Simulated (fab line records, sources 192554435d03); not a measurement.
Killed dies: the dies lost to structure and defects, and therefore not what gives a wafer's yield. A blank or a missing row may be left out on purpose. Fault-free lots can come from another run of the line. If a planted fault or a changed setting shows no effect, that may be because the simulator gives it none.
Matching of chambers    flow n5-finfet    N5_BEOL_M7_ETCH_72 on rie-diel-05 has 4 sister chambers
The step etches underlayer in N2/H2, target depth 6.5 nm, time 5.2 s. 22 wafers are shown with their chamber, then 11 later ones without.

== EACH WAFER AND ITS CHAMBER ==
wafer   chamber  drypump-motor-current-A (A)  showerhead-plenum-p-Torr (Torr)  throttle-valve-pct (%)
L076.1  1        5.8                          2.56                             17.73
L076.4  0        5.1                          2.46                             18.18
L076.6  3        5.7                          2.62                             17.90
L077.2  2        5.8                          2.57                             17.73
L077.4  1        5.8                          2.56                             17.73
L077.6  1        5.8                          2.55                             17.75
L079.2  2        5.8                          2.57                             17.71
L079.3  3        5.7                          2.62                             17.94
L079.6  1        5.8                          2.55                             17.76
L081.4  3        5.7                          2.62                             17.95
L081.5  1        5.8                          2.55                             17.72
L081.6  0        5.1                          2.45                             18.18
L083.2  3        5.7                          2.62                             17.96
L083.4  1        5.8                          2.55                             17.73
L083.6  3        5.7                          2.62                             17.93
L084.1  2        5.8                          2.56                             17.74
L084.2  1        5.8                          2.55                             17.79
L084.3  0        5.1                          2.45                             18.19
L084.4  3        5.6                          2.61                             17.93
L084.5  0        5.1                          2.45                             18.17
L084.6  1        5.8                          2.55                             17.76
L087.2  0        5.1                          2.45                             18.19

SIGNATURES, as means of the wafers listed above
reading                   chamber 0  chamber 1  chamber 2  chamber 3  scatter within a chamber
drypump-motor-current-A   5.100      5.800      5.800      5.683      0.0215
showerhead-plenum-p-Torr  2.4520     2.5525     2.5667     2.6183     0.00459
throttle-valve-pct        18.1820    17.7462    17.7267    17.9350    0.0193
Rule: for each reading, subtract the chamber's mean from the wafer's reading, divide by that reading's scatter and square the result; add these up over the readings and take the root, which gives the wafer's distance from the chamber. If the next closest chamber is less than 2 further off than the closest, the wafer can't be placed; otherwise it belongs to the closest. The scatter: the root of (the sum of the squares of (reading less its chamber's mean) over the shown wafers, divided by (wafers less chambers)).

== WAFERS MISSING THEIR CHAMBER ==
wafer   drypump-motor-current-A (A)  showerhead-plenum-p-Torr (Torr)  throttle-valve-pct (%)
L087.5  5.9                          2.56                             17.75
L087.6  5.8                          2.55                             17.75
L089.1  5.8                          2.55                             17.75
L089.2  5.8                          2.56                             17.75
L089.6  5.1                          2.45                             18.22
L093.2  5.2                          2.44                             18.20
L093.4  5.8                          2.56                             17.77
L093.5  5.7                          2.61                             17.46
L096.1  5.9                          2.55                             17.79
L096.5  5.8                          2.55                             17.75
L096.6  5.7                          2.60                             17.49

== WHICH CHAMBER EACH WENT THROUGH ==
wafer    from the rows above       in truth
L087.5   can't be placed: 1 or 2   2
L087.6   1                         1
L089.1   1                         1
L089.2   can't be placed: 1 or 2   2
L089.6   0                         0
L093.2   0                         0
L093.4   can't be placed: 1 or 2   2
L093.5   2                         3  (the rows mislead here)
L096.1   can't be placed: 1 or 2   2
L096.5   1                         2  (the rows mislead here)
L096.6   2                         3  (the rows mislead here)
Correctly placed: 4 of 11. Unplaceable from these rows: 4, with the true chamber sitting among the candidates in 4. Placed wrongly: 3.
